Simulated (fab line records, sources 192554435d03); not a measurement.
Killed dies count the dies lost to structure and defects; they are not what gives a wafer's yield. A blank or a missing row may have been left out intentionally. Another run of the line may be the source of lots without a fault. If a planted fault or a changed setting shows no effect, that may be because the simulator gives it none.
Matching of chambers || flow n5-finfet || rie-diel-06 running N5_BEOL_M0_STRIP_104: 4 sister chambers
The step strips in N2/H2. 8 wafers are shown with their chamber, then 12 later ones without.

== WAFERS WITH THEIR CHAMBER ==
{"wafer": "L079.2", "chamber": 2, "showerhead-plenum-p-Torr (Torr)": 2.60, "drypump-motor-current-A (A)": 5.4}
{"wafer": "L083.3", "chamber": 3, "showerhead-plenum-p-Torr (Torr)": 2.49, "drypump-motor-current-A (A)": 5.6}
{"wafer": "L083.6", "chamber": 0, "showerhead-plenum-p-Torr (Torr)": 2.45, "drypump-motor-current-A (A)": 6.5}
{"wafer": "L082.3", "chamber": 0, "showerhead-plenum-p-Torr (Torr)": 2.45, "drypump-motor-current-A (A)": 6.5}
{"wafer": "L082.4", "chamber": 3, "showerhead-plenum-p-Torr (Torr)": 2.49, "drypump-motor-current-A (A)": 5.5}
{"wafer": "L089.2", "chamber": 1, "showerhead-plenum-p-Torr (Torr)": 2.49, "drypump-motor-current-A (A)": 5.4}
{"wafer": "L089.5", "chamber": 1, "showerhead-plenum-p-Torr (Torr)": 2.49, "drypump-motor-current-A (A)": 5.5}
{"wafer": "L089.6", "chamber": 2, "showerhead-plenum-p-Torr (Torr)": 2.59, "drypump-motor-current-A (A)": 5.4}

== WAFERS WITHOUT THEIR CHAMBER ==
{"wafer": "L090.1", "showerhead-plenum-p-Torr (Torr)": 2.59, "drypump-motor-current-A (A)": 5.4}
{"wafer": "L090.3", "showerhead-plenum-p-Torr (Torr)": 2.49, "drypump-motor-current-A (A)": 5.5}
{"wafer": "L090.4", "showerhead-plenum-p-Torr (Torr)": 2.49, "drypump-motor-current-A (A)": 5.5}
{"wafer": "L092.1", "showerhead-plenum-p-Torr (Torr)": 2.48, "drypump-motor-current-A (A)": 5.5}
{"wafer": "L092.4", "showerhead-plenum-p-Torr (Torr)": 2.44, "drypump-motor-current-A (A)": 6.5}
{"wafer": "L092.6", "showerhead-plenum-p-Torr (Torr)": 2.48, "drypump-motor-current-A (A)": 5.6}
{"wafer": "L093.1", "showerhead-plenum-p-Torr (Torr)": 2.59, "drypump-motor-current-A (A)": 5.3}
{"wafer": "L093.2", "showerhead-plenum-p-Torr (Torr)": 2.48, "drypump-motor-current-A (A)": 5.6}
{"wafer": "L093.4", "showerhead-plenum-p-Torr (Torr)": 2.49, "drypump-motor-current-A (A)": 5.5}
{"wafer": "L094.1", "showerhead-plenum-p-Torr (Torr)": 2.49, "drypump-motor-current-A (A)": 5.5}
{"wafer": "L094.5", "showerhead-plenum-p-Torr (Torr)": 2.49, "drypump-motor-current-A (A)": 5.5}
{"wafer": "L094.6", "showerhead-plenum-p-Torr (Torr)": 2.44, "drypump-motor-current-A (A)": 6.5}

== CHAMBER TAKEN BY EACH ==
{"wafer": "L090.1", "from the rows above": 2, "in truth": 2}
{"wafer": "L090.3", "from the rows above": "can't be placed: 1 or 3", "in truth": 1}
{"wafer": "L090.4", "from the rows above": "can't be placed: 1 or 3", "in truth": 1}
{"wafer": "L092.1", "from the rows above": "can't be placed: 1 or 3", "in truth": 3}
{"wafer": "L092.4", "from the rows above": 0, "in truth": 0}
{"wafer": "L092.6", "from the rows above": "can't be placed: 3 or 1", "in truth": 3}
{"wafer": "L093.1", "from the rows above": 2, "in truth": 2}
{"wafer": "L093.2", "from the rows above": "can't be placed: 3 or 1", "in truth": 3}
{"wafer": "L093.4", "from the rows above": "can't be placed: 1 or 3", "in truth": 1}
{"wafer": "L094.1", "from the rows above": "can't be placed: 1 or 3", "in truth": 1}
{"wafer": "L094.5", "from the rows above": "can't be placed: 1 or 3", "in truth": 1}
{"wafer": "L094.6", "from the rows above": 0, "in truth": 0}
4 of 12 placed correctly. Unplaceable from these rows: 8, with the true chamber sitting among the candidates in 8. Wrongly placed: 0.
How it was worked out, from the rows above alone: a wafer's distance from a chamber is the root of the sum, over the readings, of the square of ((its reading less the chamber's mean) divided by the reading's scatter). The wafer belongs to the nearest chamber; if the next one is less than 2 further off, it can't be placed. Each chamber's mean is taken over the wafers shown for it. The scatter is the square root of a quotient: the sum, over the shown wafers, of each reading's squared deviation from its chamber's mean, divided by wafers minus chambers.
